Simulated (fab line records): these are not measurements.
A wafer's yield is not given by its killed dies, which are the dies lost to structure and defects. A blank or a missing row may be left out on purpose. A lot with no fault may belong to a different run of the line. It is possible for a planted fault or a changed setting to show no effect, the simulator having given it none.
The tool behind it: which one?	flow n5_finfet	14 lots, 41 wafers sampled, at 3 steps of a route of 1938

WHAT THE GAUGES SHOWED, per wafer
N5_BEOL_M11_CD_MEAS_18: pitch 140 nm, target cd 70 nm.
lot	measured	on	cd_nm (nm)
L145	day 16 02:24	cd_sem-01	70.2 69.0 69.3
L148	day 16 09:19	cd_sem-01	69.9 69.6 69.6
L147	day 17 07:56	cd_sem-01	71.5 70.5 70.8
L149	day 18 06:04	cd_sem-02	68.8 69.3 70.2
L150	day 18 14:35	cd_sem-01	70.3 69.5 70.0
L154	day 18 15:12	cd_sem-01	70.8 70.1 69.6
L146	day 19 10:25	cd_sem-01	70.4 70.5 70.6
L151	day 20 02:00	cd_sem-01	70.3 68.7 70.8
L152	day 20 05:38	cd_sem-03	69.1 69.8 70.2
L155	day 20 08:59	cd_sem-01	70.1 69.5 70.4
L157	day 20 11:49	cd_sem-01	71.1 70.3 70.8
L156	day 20 12:55	cd_sem-01	69.6 69.4 70.3
L166	day 22 17:00	cd_sem-02	69.7 68.8 69.5
L167	day 22 21:49	cd_sem-01	69.5 69.8

WHICH TOOL RAN EACH LOT (tool, then ch and the chambers of the sampled wafers, then the start)
lot	N5_BEOL_M11_ETCH_61	N5_BEOL_M11_HM_OPEN_17
L145	rie_diel-04 ch 0,1,3, day 16 01:59	rie_metal-02 ch 0,1, day 16 02:13
L148	rie_diel-05 ch 1,2, day 16 08:49	rie_metal-01 ch 0,1, day 16 09:04
L147	rie_diel-01 ch 1,2, day 17 07:25	rie_metal-01 ch 1, day 17 07:40
L149	rie_diel-05 ch 0,2,3, day 18 05:38	rie_metal-02 ch 0,1, day 18 05:52
L150	rie_diel-05 ch 0,1,3, day 18 14:02	rie_metal-01 ch 0,1, day 18 14:17
L154	rie_diel-05 ch 0,1,3, day 18 14:43	rie_metal-02 ch 0,1, day 18 15:01
L146	rie_diel-01 ch 0,3, day 19 09:52	rie_metal-03 ch 0, day 19 10:08
L151	rie_diel-04 ch 0,3, day 20 01:32	rie_metal-03 ch 0,1, day 20 01:47
L152	rie_diel-05 ch 0,1, day 20 05:13	rie_metal-03 ch 0,1, day 20 05:28
L155	rie_diel-04 ch 0,1,2, day 20 08:26	rie_metal-02 ch 0,1, day 20 08:40
L157	rie_diel-04 ch 0,1,2, day 20 09:56	rie_metal-02 ch 0,1, day 20 11:27
L156	rie_diel-04 ch 1,2, day 20 12:24	rie_metal-03 ch 0,1, day 20 12:38
L166	rie_diel-04 ch 0,2, day 22 16:35	rie_metal-01 ch 0,1, day 22 16:49
L167	rie_diel-04 ch 2,3, day 22 21:23	rie_metal-03 ch 0,1, day 22 21:38
- N5_BEOL_M11_ETCH_61: etches SiARC in CF4, target depth 39 nm, time 65 s.
- N5_BEOL_M11_HM_OPEN_17: chemistry Cl2/BCl3, target TiN, target depth 20 nm, overetch 6 nm.

AS READ BY THE TOOLS THEMSELVES (means over the sampled wafers that have a number; for cases with no such wafer, the mark the record gives instead)
N5_BEOL_M11_ETCH_61.
lot	tool	drypump_motor_current_A (A)	etch_rf_on_time_s (s)	oes_product_au (a.u.)	rf_vpp_V (V)	showerhead_plenum_p_Torr (Torr)	throttle_valve_pct (%)
L145	rie_diel-04	5.5	66.4	0.62	183.9	2.17	15.77
L148	rie_diel-05	5.8	64.2	0.71	184.3	2.11	15.42
L147	rie_diel-01	6.0	65.2	0.67	184.4	2.16	15.54
L149	rie_diel-05	5.6	65.1	0.72	183.8	2.11	15.44
L150	rie_diel-05	5.7	66.2	0.76	183.3	2.10	15.36
L154	rie_diel-05	5.7	64.9	0.76	183.1	2.10	15.35
L146	rie_diel-01	5.4	67.1	0.62	183.0	2.07	15.40
L151	rie_diel-04	5.5	67.8	0.61	184.9	2.19	15.72
L152	rie_diel-05	5.7	65.2	0.74	182.7	2.09	15.37
L155	rie_diel-04	5.3	64.9	0.73	185.6	2.18	15.56
L157	rie_diel-04	5.3	65.3	0.72	184.4	2.18	15.57
L156	rie_diel-04	5.3	63.9	0.78	184.1	2.14	15.50
L166	rie_diel-04	5.2	66.3	0.66	185.2	2.21	15.68
L167	rie_diel-04	5.4	65.2	0.76	184.3	2.15	15.27

N5_BEOL_M11_HM_OPEN_17.
lot	tool	drypump_motor_current_A (A)	oes_product_au (a.u.)	throttle_valve_pct (%)
L145	rie_metal-02	5.9	0.72	21.97
L148	rie_metal-01	5.5	0.69	21.94
L147	rie_metal-01	4.9	0.63	21.97
L149	rie_metal-02	5.9	0.72	21.97
L150	rie_metal-01	5.5	0.69	21.95
L154	rie_metal-02	5.9	0.73	21.86
L146	rie_metal-03	6.1	0.73	21.77
L151	rie_metal-03	5.9	0.75	21.99
L152	rie_metal-03	5.7	0.79	22.20
L155	rie_metal-02	5.9	0.70	21.99
L157	rie_metal-02	5.9	0.69	21.99
L156	rie_metal-03	5.9	0.75	22.01
L166	rie_metal-01	5.2	0.63	21.99
L167	rie_metal-03	5.8	0.72	22.12

THE ANSWER, worked out from the rows above alone
Rule: what is usual is taken from the lots themselves. Put in order of their means at a reading, lots are off if they are a third of the lots or fewer, leave a main group of 4 or more, and stand apart from it by a gap of 3 or more times the standard deviation of the main group's means; of several such gaps the widest counts. A main group whose means are all the same, to the digits that the tables above print for the reading, isn't used. A lot without any number at a reading at which 4 lots or more have one is off too. Any other lot the step has rows for is counted as sound. The gauges are gone through in route order, then the tools' own readings, and for those a lot's mean is taken as printed above. The first step at which some lot is off is used, and at that step the reading that is off furthest; a lot without a number counts as furthest.
No lot is off on any of the readings shown, so nothing can be concluded from this.

WHAT WAS PUT IN BY THE SIMULATOR
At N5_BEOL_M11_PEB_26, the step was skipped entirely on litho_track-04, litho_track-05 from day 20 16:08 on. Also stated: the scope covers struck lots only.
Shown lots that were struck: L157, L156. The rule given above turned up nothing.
